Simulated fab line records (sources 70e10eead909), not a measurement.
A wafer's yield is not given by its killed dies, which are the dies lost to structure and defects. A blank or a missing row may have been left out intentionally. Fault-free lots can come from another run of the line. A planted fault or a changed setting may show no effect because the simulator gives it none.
fab line records / flow nandHarc / part 2 of 2: steps 5 to 6 of 6
record lots=23 wafers=69 lastDay=33
route steps=1302 shown A_STAIRCASE@700
lots with no fault: from the same line, run without faults
startH: the number of hours between the record's first day and the start of the first shown wafer of the lot / waitH: how many hours have passed since the lot's step before this one / " the same as in the row above / L1.1+2: one row covering several wafers at once / - value missing, or start not given / * or withheld: withheld / < > ~ a bound
route shown NAME@n: a module of which the file shows steps, and the number in the route of the first / usual: the fault-free wafers' mean and standard deviation / same: alike in all rows / chamber/n: place in a boat / sites: readings site by site / _std_site: the standard deviation of these / _edge_site: outer sites' mean less inner sites' / radiusMm: for every site, how far away it sits from the centre of the wafer / mask NAME#n: copy n / behind: the most recent tool/chamber to have shaped the wafer / hold: why the lot was held/for how many hours/how that ended / device: whichever transistor did not switch (one of n, p or np) / end of line: the same wafers' tests at the end of the route / for a step that has no rows: nothing shown but its recipe / killed: at the first sort, the dies lost to defects and structure; wafer yield is something else / map: shows each die of a wafer: x if killed, . if not, _ if none is there
set.NAME: the setting that was run; set.NAME@STEP: the one run at that earlier step / model.NAME: the simulator's own value behind a step, which no gauge read
the route's steps for a sample of lots (tables are steps, rows are wafers)
services: a tool's chamber out of use, with start hour (startH, from the record's first day; less than 0 if before it), hours out, and reason
## steps
# step NHARC_A_STAIRCASE_ETCH_234
# recipe targetDepthA=1000 timeS=40.5 ionEnergyEv=400 c4f8FlowSccm=20 o2FlowSccm=10 arFlowSccm=withheld rfW=600 biasW=1000 chemistry=C4F8/O2
# usual oesProductAu=0.942/0.011 rfVppV=895/4.8
lot.wafer=L074.3 tool=rieDiel-11 chamber=1 startH=- waitH=- oesProductAu=0.953 rfHoursCounterH=36 rfVppV=902
lot.wafer=L074.4 tool=rieDiel-11 chamber=2 startH=- waitH=- oesProductAu=0.944 rfHoursCounterH=38 rfVppV=894
lot.wafer=L074.6 tool=rieDiel-11 chamber=1 startH=- waitH=- oesProductAu=0.951 rfHoursCounterH=- rfVppV=903
lot.wafer=L075.2 tool=rieDiel-13 chamber=1 startH=- waitH=- oesProductAu=0.927 rfHoursCounterH=2 rfVppV=892
lot.wafer=L075.5 tool=rieDiel-13 chamber=0 startH=- waitH=- oesProductAu=0.932 rfHoursCounterH=- rfVppV=897
lot.wafer=L075.4 tool=rieDiel-13 chamber=1 startH=- waitH=- oesProductAu=0.930 rfHoursCounterH=- rfVppV=894
lot.wafer=L076.1 tool=rieDiel-11 chamber=2 startH=- waitH=- oesProductAu=0.940 rfHoursCounterH=49 rfVppV=893
lot.wafer=L076.5 tool=rieDiel-11 chamber=0 startH=- waitH=- oesProductAu=0.940 rfHoursCounterH=- rfVppV=886
lot.wafer=L076.4 tool=rieDiel-11 chamber=2 startH=- waitH=- oesProductAu=0.927 rfHoursCounterH=- rfVppV=894
lot.wafer=L078.4 tool=rieDiel-13 chamber=3 startH=- waitH=- oesProductAu=0.965 rfHoursCounterH=8 rfVppV=897
lot.wafer=L078.3 tool=rieDiel-13 chamber=0 startH=- waitH=- oesProductAu=0.943 rfHoursCounterH=15 rfVppV=897
lot.wafer=L078.1 tool=rieDiel-13 chamber=1 startH=- waitH=- oesProductAu=0.931 rfHoursCounterH=15 rfVppV=893
lot.wafer=L077.3 tool=rieDiel-11 chamber=3 startH=- waitH=- oesProductAu=0.928 rfHoursCounterH=51 rfVppV=891
lot.wafer=L077.6 tool=rieDiel-11 chamber=2 startH=- waitH=- oesProductAu=0.953 rfHoursCounterH=- rfVppV=894
lot.wafer=L077.5 tool=rieDiel-11 chamber=3 startH=- waitH=- oesProductAu=0.934 rfHoursCounterH=- rfVppV=890
lot.wafer=L079.1 tool=rieDiel-13 chamber=1 startH=- waitH=- oesProductAu=0.931 rfHoursCounterH=16 rfVppV=893
lot.wafer=L079.5 tool=rieDiel-13 chamber=0 startH=- waitH=- oesProductAu=0.948 rfHoursCounterH=- rfVppV=896
lot.wafer=L079.6 tool=rieDiel-13 chamber=1 startH=- waitH=- oesProductAu=0.930 rfHoursCounterH=- rfVppV=893
lot.wafer=L081.1 tool=rieDiel-03 chamber=2 startH=- waitH=- oesProductAu=0.943 rfHoursCounterH=57 rfVppV=898
lot.wafer=L081.4 tool=rieDiel-03 chamber=1 startH=- waitH=- oesProductAu=0.935 rfHoursCounterH=58 rfVppV=890
lot.wafer=L081.6 tool=rieDiel-03 chamber=3 startH=- waitH=- oesProductAu=0.938 rfHoursCounterH=- rfVppV=888
lot.wafer=L082.3 tool=rieDiel-13 chamber=1 startH=- waitH=- oesProductAu=0.932 rfHoursCounterH=25 rfVppV=893
lot.wafer=L082.4 tool=rieDiel-13 chamber=3 startH=- waitH=- oesProductAu=0.955 rfHoursCounterH=19 rfVppV=896
lot.wafer=L082.1 tool=rieDiel-13 chamber=0 startH=- waitH=- oesProductAu=0.943 rfHoursCounterH=26 rfVppV=898
lot.wafer=L080.2 tool=rieDiel-13 chamber=3 startH=- waitH=- oesProductAu=0.960 rfHoursCounterH=19 rfVppV=897
lot.wafer=L080.3 tool=rieDiel-13 chamber=1 startH=- waitH=- oesProductAu=0.940 rfHoursCounterH=26 rfVppV=892
lot.wafer=L080.6 tool=rieDiel-13 chamber=3 startH=- waitH=- oesProductAu=0.950 rfHoursCounterH=- rfVppV=897
lot.wafer=L083.2 tool=rieDiel-03 chamber=3 startH=- waitH=- oesProductAu=0.934 rfHoursCounterH=55 rfVppV=889
lot.wafer=L083.5 tool=rieDiel-03 chamber=1 startH=- waitH=- oesProductAu=0.935 rfHoursCounterH=- rfVppV=889
lot.wafer=L083.6 tool=rieDiel-03 chamber=2 startH=- waitH=- oesProductAu=0.945 rfHoursCounterH=- rfVppV=897
lot.wafer=L085.3 tool=rieDiel-03 chamber=1 startH=- waitH=- oesProductAu=0.952 rfHoursCounterH=1 rfVppV=890
lot.wafer=L085.4 tool=rieDiel-03 chamber=2 startH=- waitH=- oesProductAu=0.933 rfHoursCounterH=1 rfVppV=898
lot.wafer=L085.1 tool=rieDiel-03 chamber=3 startH=- waitH=- oesProductAu=0.942 rfHoursCounterH=1 rfVppV=889
lot.wafer=L084.1 tool=rieDiel-13 chamber=2 startH=- waitH=- oesProductAu=0.941 rfHoursCounterH=35 rfVppV=902
lot.wafer=L084.6 tool=rieDiel-13 chamber=2 startH=- waitH=- oesProductAu=0.943 rfHoursCounterH=- rfVppV=899
lot.wafer=L084.4 tool=rieDiel-13 chamber=0 startH=- waitH=- oesProductAu=0.938 rfHoursCounterH=- rfVppV=895
lot.wafer=L086.2 tool=rieDiel-13 chamber=0 startH=- waitH=- oesProductAu=0.961 rfHoursCounterH=42 rfVppV=896
lot.wafer=L086.6 tool=rieDiel-13 chamber=0 startH=- waitH=- oesProductAu=0.956 rfHoursCounterH=- rfVppV=896
lot.wafer=L086.5 tool=rieDiel-13 chamber=2 startH=- waitH=- oesProductAu=0.946 rfHoursCounterH=- rfVppV=899
lot.wafer=L087.2 tool=rieDiel-13 chamber=1 startH=- waitH=- oesProductAu=0.938 rfHoursCounterH=44 rfVppV=892
lot.wafer=L087.3 tool=rieDiel-13 chamber=2 startH=- waitH=- oesProductAu=0.946 rfHoursCounterH=38 rfVppV=898
lot.wafer=L087.6 tool=rieDiel-13 chamber=1 startH=- waitH=- oesProductAu=0.931 rfHoursCounterH=- rfVppV=892
lot.wafer=L088.2 tool=rieDiel-13 chamber=2 startH=- waitH=- oesProductAu=0.954 rfHoursCounterH=44 rfVppV=897
lot.wafer=L088.1 tool=rieDiel-13 chamber=3 startH=- waitH=- oesProductAu=0.941 rfHoursCounterH=37 rfVppV=897
lot.wafer=L088.4 tool=rieDiel-13 chamber=1 startH=- waitH=- oesProductAu=0.939 rfHoursCounterH=51 rfVppV=893
lot.wafer=L089.3 tool=rieDiel-03 chamber=1 startH=- waitH=- oesProductAu=0.929 rfHoursCounterH=20 rfVppV=889
lot.wafer=L089.4 tool=rieDiel-03 chamber=3 startH=- waitH=- oesProductAu=0.932 rfHoursCounterH=22 rfVppV=889
lot.wafer=L089.6 tool=rieDiel-03 chamber=2 startH=- waitH=- oesProductAu=0.936 rfHoursCounterH=- rfVppV=898
lot.wafer=L090.3 tool=rieDiel-11 chamber=3 startH=- waitH=- oesProductAu=0.929 rfHoursCounterH=30 rfVppV=889
lot.wafer=L090.1 tool=rieDiel-11 chamber=0 startH=- waitH=- oesProductAu=0.923 rfHoursCounterH=28 rfVppV=905
lot.wafer=L090.5 tool=rieDiel-11 chamber=0 startH=- waitH=- oesProductAu=0.920 rfHoursCounterH=- rfVppV=904
lot.wafer=L092.1 tool=rieDiel-03 chamber=0 startH=- waitH=- oesProductAu=0.952 rfHoursCounterH=28 rfVppV=890
lot.wafer=L092.4 tool=rieDiel-03 chamber=2 startH=- waitH=- oesProductAu=0.933 rfHoursCounterH=23 rfVppV=898
lot.wafer=L092.5 tool=rieDiel-03 chamber=1 startH=- waitH=- oesProductAu=0.958 rfHoursCounterH=- rfVppV=890
lot.wafer=L093.4 tool=rieDiel-03 chamber=2 startH=- waitH=- oesProductAu=0.941 rfHoursCounterH=28 rfVppV=898
lot.wafer=L093.6 tool=rieDiel-03 chamber=3 startH=- waitH=- oesProductAu=0.941 rfHoursCounterH=- rfVppV=887
lot.wafer=L093.5 tool=rieDiel-03 chamber=0 startH=- waitH=- oesProductAu=0.930 rfHoursCounterH=- rfVppV=891
lot.wafer=L095.4 tool=rieDiel-13 chamber=2 startH=- waitH=- oesProductAu=0.948 rfHoursCounterH=11 rfVppV=898
lot.wafer=L095.1 tool=rieDiel-13 chamber=3 startH=- waitH=- oesProductAu=0.916 rfHoursCounterH=9 rfVppV=896
lot.wafer=L095.6 tool=rieDiel-13 chamber=1 startH=- waitH=- oesProductAu=0.943 rfHoursCounterH=- rfVppV=890
lot.wafer=L094.3 tool=rieDiel-03 chamber=2 startH=- waitH=- oesProductAu=0.930 rfHoursCounterH=31 rfVppV=898
lot.wafer=L094.2 tool=rieDiel-03 chamber=3 startH=- waitH=- oesProductAu=0.935 rfHoursCounterH=37 rfVppV=888
lot.wafer=L094.4 tool=rieDiel-03 chamber=1 startH=- waitH=- oesProductAu=0.950 rfHoursCounterH=32 rfVppV=889
lot.wafer=L096.4 tool=rieDiel-13 chamber=2 startH=- waitH=- oesProductAu=0.936 rfHoursCounterH=17 rfVppV=898
lot.wafer=L096.6 tool=rieDiel-13 chamber=2 startH=- waitH=- oesProductAu=0.938 rfHoursCounterH=- rfVppV=898
lot.wafer=L096.5 tool=rieDiel-13 chamber=3 startH=- waitH=- oesProductAu=0.944 rfHoursCounterH=- rfVppV=895
lot.wafer=L097.4 tool=rieDiel-11 chamber=1 startH=- waitH=- oesProductAu=0.955 rfHoursCounterH=53 rfVppV=903
lot.wafer=L097.2 tool=rieDiel-11 chamber=2 startH=- waitH=- oesProductAu=0.954 rfHoursCounterH=52 rfVppV=891
lot.wafer=L097.6 tool=rieDiel-11 chamber=3 startH=- waitH=- oesProductAu=0.932 rfHoursCounterH=- rfVppV=890
# step NHARC_A_STAIRCASE_TRIM_235
# recipe timeS=211.2 o2FlowSccm=500 arFlowSccm=0 biasW=0 chemistry=O2
# usual drypumpMotorCurrentA=5.6/0.37 oesProductAu=0.997/0.0096 rfVppV=57.7/0.83 showerheadPlenumPTorr=3.48/0.12 throttleValvePct=17.037/0.0094
lot.wafer=L074.3 tool=rieDiel-11 chamber=3 startH=- waitH=- drypumpMotorCurrentA=5.1 oesProductAu=0.989 rfHoursCounterH=34 rfVppV=57.0 showerheadPlenumPTorr=3.39 throttleValvePct=17.042
lot.wafer=L074.4 tool=rieDiel-11 chamber=0 startH=- waitH=- drypumpMotorCurrentA=6.1 oesProductAu=0.982 rfHoursCounterH=32 rfVppV=56.9 showerheadPlenumPTorr=3.28 throttleValvePct=17.030
lot.wafer=L074.6 tool=rieDiel-11 chamber=2 startH=- waitH=- drypumpMotorCurrentA=6.1 oesProductAu=0.997 rfHoursCounterH=- rfVppV=58.0 showerheadPlenumPTorr=3.48 throttleValvePct=17.039
lot.wafer=L075.2 tool=rieDiel-13 chamber=2 startH=- waitH=- drypumpMotorCurrentA=5.2 oesProductAu=1.004 rfHoursCounterH=2 rfVppV=58.5 showerheadPlenumPTorr=3.63 throttleValvePct=17.042
lot.wafer=L075.4 tool=rieDiel-13 chamber=2 startH=- waitH=- drypumpMotorCurrentA=5.1 oesProductAu=1.005 rfHoursCounterH=- rfVppV=58.1 showerheadPlenumPTorr=3.63 throttleValvePct=17.042
lot.wafer=L075.5 tool=rieDiel-13 chamber=0 startH=- waitH=- drypumpMotorCurrentA=5.3 oesProductAu=0.997 rfHoursCounterH=- rfVppV=56.5 showerheadPlenumPTorr=3.56 throttleValvePct=17.037
lot.wafer=L076.1 tool=rieDiel-11 chamber=2 startH=- waitH=- drypumpMotorCurrentA=6.1 oesProductAu=1.007 rfHoursCounterH=49 rfVppV=58.4 showerheadPlenumPTorr=3.47 throttleValvePct=17.050
lot.wafer=L076.4 tool=rieDiel-11 chamber=0 startH=- waitH=- drypumpMotorCurrentA=6.1 oesProductAu=1.001 rfHoursCounterH=- rfVppV=56.3 showerheadPlenumPTorr=3.27 throttleValvePct=17.047
lot.wafer=L076.5 tool=rieDiel-11 chamber=2 startH=- waitH=- drypumpMotorCurrentA=6.1 oesProductAu=0.994 rfHoursCounterH=- rfVppV=57.3 showerheadPlenumPTorr=3.47 throttleValvePct=17.036
lot.wafer=L078.4 tool=rieDiel-13 chamber=2 startH=- waitH=- drypumpMotorCurrentA=5.1 oesProductAu=1.008 rfHoursCounterH=11 rfVppV=58.3 showerheadPlenumPTorr=3.62 throttleValvePct=17.037
lot.wafer=L078.1 tool=rieDiel-13 chamber=3 startH=- waitH=- drypumpMotorCurrentA=5.5 oesProductAu=0.998 rfHoursCounterH=8 rfVppV=57.8 showerheadPlenumPTorr=3.55 throttleValvePct=17.056
lot.wafer=L078.3 tool=rieDiel-13 chamber=0 startH=- waitH=- drypumpMotorCurrentA=5.3 oesProductAu=0.995 rfHoursCounterH=15 rfVppV=57.3 showerheadPlenumPTorr=3.55 throttleValvePct=17.040
lot.wafer=L077.3 tool=rieDiel-11 chamber=2 startH=- waitH=- drypumpMotorCurrentA=6.1 oesProductAu=0.991 rfHoursCounterH=55 rfVppV=58.7 showerheadPlenumPTorr=3.47 throttleValvePct=17.050
lot.wafer=L077.6 tool=rieDiel-11 chamber=2 startH=- waitH=- drypumpMotorCurrentA=6.1 oesProductAu=0.991 rfHoursCounterH=- rfVppV=59.0 showerheadPlenumPTorr=3.47 throttleValvePct=17.057
lot.wafer=L077.5 tool=rieDiel-11 chamber=3 startH=- waitH=- drypumpMotorCurrentA=5.2 oesProductAu=0.986 rfHoursCounterH=- rfVppV=56.8 showerheadPlenumPTorr=3.38 throttleValvePct=17.041
lot.wafer=L079.1 tool=rieDiel-13 chamber=0 startH=- waitH=- drypumpMotorCurrentA=5.3 oesProductAu=0.997 rfHoursCounterH=16 rfVppV=58.6 showerheadPlenumPTorr=3.55 throttleValvePct=17.043
lot.wafer=L079.5 tool=rieDiel-13 chamber=2 startH=- waitH=- drypumpMotorCurrentA=5.1 oesProductAu=0.991 rfHoursCounterH=- rfVppV=58.6 showerheadPlenumPTorr=3.62 throttleValvePct=17.025
lot.wafer=L079.6 tool=rieDiel-13 chamber=3 startH=- waitH=- drypumpMotorCurrentA=5.5 oesProductAu=1.004 rfHoursCounterH=- rfVppV=58.5 showerheadPlenumPTorr=3.55 throttleValvePct=17.038
lot.wafer=L081.4 tool=rieDiel-03 chamber=0 startH=- waitH=- drypumpMotorCurrentA=5.9 oesProductAu=1.009 rfHoursCounterH=52 rfVppV=56.2 showerheadPlenumPTorr=3.40 throttleValvePct=17.030
lot.wafer=L081.1 tool=rieDiel-03 chamber=1 startH=- waitH=- drypumpMotorCurrentA=5.1 oesProductAu=1.002 rfHoursCounterH=58 rfVppV=57.1 showerheadPlenumPTorr=3.37 throttleValvePct=17.029
lot.wafer=L081.6 tool=rieDiel-03 chamber=0 startH=- waitH=- drypumpMotorCurrentA=5.9 oesProductAu=1.014 rfHoursCounterH=- rfVppV=57.6 showerheadPlenumPTorr=3.40 throttleValvePct=17.041
lot.wafer=L082.4 tool=rieDiel-13 chamber=2 startH=- waitH=- drypumpMotorCurrentA=5.2 oesProductAu=0.997 rfHoursCounterH=19 rfVppV=57.5 showerheadPlenumPTorr=3.62 throttleValvePct=17.029
lot.wafer=L082.1 tool=rieDiel-13 chamber=3 startH=- waitH=- drypumpMotorCurrentA=5.6 oesProductAu=1.013 rfHoursCounterH=19 rfVppV=58.0 showerheadPlenumPTorr=3.55 throttleValvePct=17.048
lot.wafer=L082.3 tool=rieDiel-13 chamber=0 startH=- waitH=- drypumpMotorCurrentA=5.3 oesProductAu=1.005 rfHoursCounterH=26 rfVppV=57.8 showerheadPlenumPTorr=3.55 throttleValvePct=17.034
lot.wafer=L080.2 tool=rieDiel-13 chamber=1 startH=- waitH=- drypumpMotorCurrentA=5.9 oesProductAu=0.977 rfHoursCounterH=26 rfVppV=56.4 showerheadPlenumPTorr=3.44 throttleValvePct=17.030
lot.wafer=L080.3 tool=rieDiel-13 chamber=2 startH=- waitH=- drypumpMotorCurrentA=5.1 oesProductAu=0.996 rfHoursCounterH=20 rfVppV=59.3 showerheadPlenumPTorr=3.62 throttleValvePct=17.040
lot.wafer=L080.6 tool=rieDiel-13 chamber=1 startH=- waitH=- drypumpMotorCurrentA=5.9 oesProductAu=0.969 rfHoursCounterH=- rfVppV=57.7 showerheadPlenumPTorr=3.44 throttleValvePct=17.055
lot.wafer=L083.2 tool=rieDiel-03 chamber=1 startH=- waitH=- drypumpMotorCurrentA=5.1 oesProductAu=1.000 rfHoursCounterH=66 rfVppV=56.1 showerheadPlenumPTorr=3.36 throttleValvePct=17.041
lot.wafer=L083.6 tool=rieDiel-03 chamber=2 startH=- waitH=- drypumpMotorCurrentA=5.8 oesProductAu=0.993 rfHoursCounterH=- rfVppV=59.2 showerheadPlenumPTorr=3.59 throttleValvePct=17.027
lot.wafer=L083.5 tool=rieDiel-03 chamber=3 startH=- waitH=- drypumpMotorCurrentA=5.9 oesProductAu=0.985 rfHoursCounterH=- rfVppV=58.8 showerheadPlenumPTorr=3.33 throttleValvePct=17.029
lot.wafer=L085.3 tool=rieDiel-03 chamber=2 startH=- waitH=- drypumpMotorCurrentA=5.9 oesProductAu=0.987 rfHoursCounterH=1 rfVppV=57.5 showerheadPlenumPTorr=3.59 throttleValvePct=17.048
lot.wafer=L085.1 tool=rieDiel-03 chamber=3 startH=- waitH=- drypumpMotorCurrentA=5.9 oesProductAu=0.994 rfHoursCounterH=1 rfVppV=56.7 showerheadPlenumPTorr=3.33 throttleValvePct=17.031
lot.wafer=L085.4 tool=rieDiel-03 chamber=0 startH=- waitH=- drypumpMotorCurrentA=5.9 oesProductAu=0.986 rfHoursCounterH=1 rfVppV=57.7 showerheadPlenumPTorr=3.39 throttleValvePct=17.035
lot.wafer=L084.1 tool=rieDiel-13 chamber=2 startH=- waitH=- drypumpMotorCurrentA=5.1 oesProductAu=1.013 rfHoursCounterH=35 rfVppV=57.4 showerheadPlenumPTorr=3.61 throttleValvePct=17.030
lot.wafer=L084.6 tool=rieDiel-13 chamber=1 startH=- waitH=- drypumpMotorCurrentA=5.9 oesProductAu=0.980 rfHoursCounterH=- rfVppV=58.8 showerheadPlenumPTorr=3.43 throttleValvePct=17.031
lot.wafer=L084.4 tool=rieDiel-13 chamber=2 startH=- waitH=- drypumpMotorCurrentA=5.2 oesProductAu=1.009 rfHoursCounterH=- rfVppV=58.2 showerheadPlenumPTorr=3.61 throttleValvePct=17.022
lot.wafer=L086.2 tool=rieDiel-13 chamber=0 startH=- waitH=- drypumpMotorCurrentA=5.3 oesProductAu=1.013 rfHoursCounterH=42 rfVppV=58.2 showerheadPlenumPTorr=3.54 throttleValvePct=17.045
lot.wafer=L086.5 tool=rieDiel-13 chamber=2 startH=- waitH=- drypumpMotorCurrentA=5.1 oesProductAu=1.008 rfHoursCounterH=- rfVppV=59.1 showerheadPlenumPTorr=3.61 throttleValvePct=17.032
lot.wafer=L086.6 tool=rieDiel-13 chamber=0 startH=- waitH=- drypumpMotorCurrentA=5.3 oesProductAu=1.009 rfHoursCounterH=- rfVppV=57.0 showerheadPlenumPTorr=3.54 throttleValvePct=17.043
lot.wafer=L087.3 tool=rieDiel-13 chamber=2 startH=- waitH=- drypumpMotorCurrentA=5.2 oesProductAu=1.003 rfHoursCounterH=38 rfVppV=56.7 showerheadPlenumPTorr=3.61 throttleValvePct=17.046
lot.wafer=L087.2 tool=rieDiel-13 chamber=0 startH=- waitH=- drypumpMotorCurrentA=5.3 oesProductAu=1.009 rfHoursCounterH=43 rfVppV=56.8 showerheadPlenumPTorr=3.54 throttleValvePct=17.040
lot.wafer=L087.6 tool=rieDiel-13 chamber=0 startH=- waitH=- drypumpMotorCurrentA=5.3 oesProductAu=1.012 rfHoursCounterH=- rfVppV=58.0 showerheadPlenumPTorr=3.54 throttleValvePct=17.030
lot.wafer=L088.2 tool=rieDiel-13 chamber=0 startH=- waitH=- drypumpMotorCurrentA=5.3 oesProductAu=0.999 rfHoursCounterH=50 rfVppV=58.5 showerheadPlenumPTorr=3.54 throttleValvePct=17.035
lot.wafer=L088.4 tool=rieDiel-13 chamber=1 startH=- waitH=- drypumpMotorCurrentA=5.9 oesProductAu=1.000 rfHoursCounterH=51 rfVppV=58.3 showerheadPlenumPTorr=3.42 throttleValvePct=17.027
lot.wafer=L088.1 tool=rieDiel-13 chamber=2 startH=- waitH=- drypumpMotorCurrentA=5.2 oesProductAu=1.017 rfHoursCounterH=44 rfVppV=57.3 showerheadPlenumPTorr=3.61 throttleValvePct=17.049
lot.wafer=L089.3 tool=rieDiel-03 chamber=0 startH=- waitH=- drypumpMotorCurrentA=5.9 oesProductAu=1.009 rfHoursCounterH=23 rfVppV=57.1 showerheadPlenumPTorr=3.38 throttleValvePct=17.028
lot.wafer=L089.4 tool=rieDiel-03 chamber=1 startH=- waitH=- drypumpMotorCurrentA=5.1 oesProductAu=0.998 rfHoursCounterH=20 rfVppV=54.9 showerheadPlenumPTorr=3.35 throttleValvePct=17.045
lot.wafer=L089.6 tool=rieDiel-03 chamber=3 startH=- waitH=- drypumpMotorCurrentA=5.9 oesProductAu=1.004 rfHoursCounterH=- rfVppV=57.7 showerheadPlenumPTorr=3.32 throttleValvePct=17.024
lot.wafer=L090.1 tool=rieDiel-11 chamber=2 startH=- waitH=- drypumpMotorCurrentA=6.1 oesProductAu=0.999 rfHoursCounterH=30 rfVppV=57.1 showerheadPlenumPTorr=3.45 throttleValvePct=17.056
lot.wafer=L090.3 tool=rieDiel-11 chamber=1 startH=- waitH=- drypumpMotorCurrentA=5.5 oesProductAu=0.991 rfHoursCounterH=28 rfVppV=58.3 showerheadPlenumPTorr=3.70 throttleValvePct=17.041
lot.wafer=L090.5 tool=rieDiel-11 chamber=3 startH=- waitH=- drypumpMotorCurrentA=5.2 oesProductAu=0.980 rfHoursCounterH=- rfVppV=56.9 showerheadPlenumPTorr=3.36 throttleValvePct=17.036
lot.wafer=L092.4 tool=rieDiel-03 chamber=1 startH=- waitH=- drypumpMotorCurrentA=5.1 oesProductAu=0.997 rfHoursCounterH=24 rfVppV=57.3 showerheadPlenumPTorr=3.35 throttleValvePct=17.048
lot.wafer=L092.1 tool=rieDiel-03 chamber=2 startH=- waitH=- drypumpMotorCurrentA=5.8 oesProductAu=0.994 rfHoursCounterH=23 rfVppV=58.7 showerheadPlenumPTorr=3.57 throttleValvePct=17.038
lot.wafer=L092.5 tool=rieDiel-03 chamber=0 startH=- waitH=- drypumpMotorCurrentA=5.9 oesProductAu=0.995 rfHoursCounterH=- rfVppV=57.0 showerheadPlenumPTorr=3.38 throttleValvePct=17.037
lot.wafer=L093.4 tool=rieDiel-03 chamber=0 startH=- waitH=- drypumpMotorCurrentA=5.9 oesProductAu=0.999 rfHoursCounterH=32 rfVppV=57.3 showerheadPlenumPTorr=3.37 throttleValvePct=17.037
lot.wafer=L093.6 tool=rieDiel-03 chamber=2 startH=- waitH=- drypumpMotorCurrentA=5.8 oesProductAu=1.009 rfHoursCounterH=- rfVppV=57.5 showerheadPlenumPTorr=3.57 throttleValvePct=17.055
lot.wafer=L093.5 tool=rieDiel-03 chamber=3 startH=- waitH=- drypumpMotorCurrentA=5.9 oesProductAu=1.005 rfHoursCounterH=- rfVppV=58.6 showerheadPlenumPTorr=3.31 throttleValvePct=17.046
lot.wafer=L095.4 tool=rieDiel-13 chamber=0 startH=- waitH=- drypumpMotorCurrentA=5.4 oesProductAu=1.000 rfHoursCounterH=11 rfVppV=59.4 showerheadPlenumPTorr=3.53 throttleValvePct=17.024
lot.wafer=L095.1 tool=rieDiel-13 chamber=1 startH=- waitH=- drypumpMotorCurrentA=5.9 oesProductAu=0.985 rfHoursCounterH=13 rfVppV=57.6 showerheadPlenumPTorr=3.42 throttleValvePct=17.044
lot.wafer=L095.6 tool=rieDiel-13 chamber=0 startH=- waitH=- drypumpMotorCurrentA=5.4 oesProductAu=0.998 rfHoursCounterH=- rfVppV=58.5 showerheadPlenumPTorr=3.53 throttleValvePct=17.052
lot.wafer=L094.2 tool=rieDiel-03 chamber=2 startH=- waitH=- drypumpMotorCurrentA=5.9 oesProductAu=0.998 rfHoursCounterH=31 rfVppV=57.5 showerheadPlenumPTorr=3.57 throttleValvePct=17.041
lot.wafer=L094.3 tool=rieDiel-03 chamber=0 startH=- waitH=- drypumpMotorCurrentA=5.9 oesProductAu=1.000 rfHoursCounterH=37 rfVppV=57.0 showerheadPlenumPTorr=3.37 throttleValvePct=17.026
lot.wafer=L094.4 tool=rieDiel-03 chamber=1 startH=- waitH=- drypumpMotorCurrentA=5.1 oesProductAu=1.004 rfHoursCounterH=32 rfVppV=57.8 showerheadPlenumPTorr=3.34 throttleValvePct=17.033
lot.wafer=L096.4 tool=rieDiel-13 chamber=0 startH=- waitH=- drypumpMotorCurrentA=5.3 oesProductAu=0.991 rfHoursCounterH=16 rfVppV=57.4 showerheadPlenumPTorr=3.53 throttleValvePct=17.036
lot.wafer=L096.5 tool=rieDiel-13 chamber=2 startH=- waitH=- drypumpMotorCurrentA=5.2 oesProductAu=1.001 rfHoursCounterH=- rfVppV=57.8 showerheadPlenumPTorr=3.60 throttleValvePct=17.039
lot.wafer=L096.6 tool=rieDiel-13 chamber=3 startH=- waitH=- drypumpMotorCurrentA=5.5 oesProductAu=0.974 rfHoursCounterH=- rfVppV=57.9 showerheadPlenumPTorr=3.53 throttleValvePct=17.035
lot.wafer=L097.2 tool=rieDiel-11 chamber=0 startH=- waitH=- drypumpMotorCurrentA=6.1 oesProductAu=0.997 rfHoursCounterH=53 rfVppV=59.1 showerheadPlenumPTorr=3.78 throttleValvePct=17.038
lot.wafer=L097.4 tool=rieDiel-11 chamber=2 startH=- waitH=- drypumpMotorCurrentA=6.1 oesProductAu=1.001 rfHoursCounterH=52 rfVppV=57.8 showerheadPlenumPTorr=3.43 throttleValvePct=17.027
lot.wafer=L097.6 tool=rieDiel-11 chamber=3 startH=- waitH=- drypumpMotorCurrentA=5.2 oesProductAu=0.998 rfHoursCounterH=- rfVppV=58.0 showerheadPlenumPTorr=3.35 throttleValvePct=17.043
## services
tool=rieDiel-13 chamber=- startH=343.85 hours=9.0 kind=pm
tool=rieDiel-13 chamber=0 startH=343.85 hours=9.0 kind=ventCycle
tool=rieDiel-13 chamber=1 startH=343.85 hours=9.0 kind=ventCycle
tool=rieDiel-13 chamber=2 startH=343.85 hours=9.0 kind=ventCycle
tool=rieDiel-13 chamber=3 startH=343.85 hours=9.0 kind=ventCycle
tool=rieDiel-13 chamber=0 startH=352.85 hours=- kind=clean
tool=rieDiel-13 chamber=1 startH=352.85 hours=- kind=clean
tool=rieDiel-13 chamber=2 startH=352.85 hours=- kind=clean
tool=rieDiel-13 chamber=3 startH=352.85 hours=- kind=clean
tool=rieDiel-13 chamber=3 startH=356.68 hours=15.5 kind=repair
tool=rieDiel-13 chamber=2 startH=374.87 hours=1.9 kind=repair
tool=rieDiel-13 chamber=0 startH=377.35 hours=- kind=clean
tool=rieDiel-13 chamber=1 startH=377.35 hours=- kind=clean
tool=rieDiel-11 chamber=- startH=382.15 hours=0.2 kind=repair
tool=rieDiel-03 chamber=3 startH=387.53 hours=3.3 kind=repair
tool=rieDiel-13 chamber=2 startH=423.78 hours=9.2 kind=repair
tool=rieDiel-11 chamber=1 startH=423.84 hours=6.5 kind=repair
tool=rieDiel-11 chamber=- startH=434.04 hours=9.0 kind=pm
tool=rieDiel-13 chamber=0 startH=448.17 hours=6.2 kind=repair
tool=rieDiel-03 chamber=- startH=458.39 hours=9.0 kind=pm
tool=rieDiel-13 chamber=3 startH=475.75 hours=22.2 kind=repair
tool=rieDiel-03 chamber=0 startH=481.35 hours=3.6 kind=repair
tool=rieDiel-13 chamber=- startH=520.91 hours=9.0 kind=pm
tool=rieDiel-13 chamber=- startH=530.61 hours=0.6 kind=repair
